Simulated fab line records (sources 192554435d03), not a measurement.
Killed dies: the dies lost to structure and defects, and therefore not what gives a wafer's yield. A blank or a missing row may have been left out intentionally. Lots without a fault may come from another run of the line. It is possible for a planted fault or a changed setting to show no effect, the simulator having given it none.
Chamber matching -- flow n5-finfet -- N5_BEOL_M4_ETCH_74 on rie-diel-01 has 4 sister chambers
The step etches underlayer in N2/H2, target depth 6.5 nm, time 5.2 s. 8 wafers are shown with their chamber, then 7 later ones without.

WAFERS, EACH WITH ITS CHAMBER
wafer,chamber,showerhead-plenum-p-Torr (Torr),throttle-valve-pct (%)
L079.5,0,2.61,17.29
L084.2,2,2.52,17.63
L084.6,0,2.60,17.31
L086.1,3,2.68,17.55
L086.3,1,2.48,17.70
L086.5,2,2.52,17.64
L087.2,3,2.68,17.57
L087.4,1,2.48,17.72

WAFERS WHOSE CHAMBER IS MISSING
wafer,showerhead-plenum-p-Torr (Torr),throttle-valve-pct (%)
L087.5,2.60,17.31
L090.3,2.47,17.73
L090.5,2.52,17.67
L090.6,2.68,17.59
L094.1,2.59,17.34
L094.4,2.52,17.67
L094.5,2.68,17.61

WHICH CHAMBER EACH ONE RAN IN
wafer,from the rows above,in truth
L087.5,0,0
L090.3,1,1
L090.5,2,2
L090.6,3,3
L094.1,0,0
L094.4,2,2
L094.5,3,3
Correct placement for 7 of the 7. Can't be placed from these rows: 0. Number placed wrongly: 0.
How it was worked out, from the rows above alone: a wafer's distance from a chamber is the root of the sum, over the readings, of the square of ((its reading less the chamber's mean) divided by the reading's scatter). The wafer belongs to the nearest chamber; if the next one is less than 2 further off, it can't be placed. For every chamber, the mean is computed from those of its wafers that are shown. The scatter: the root of (the sum of the squares of (reading less its chamber's mean) over the shown wafers, divided by (wafers less chambers)).
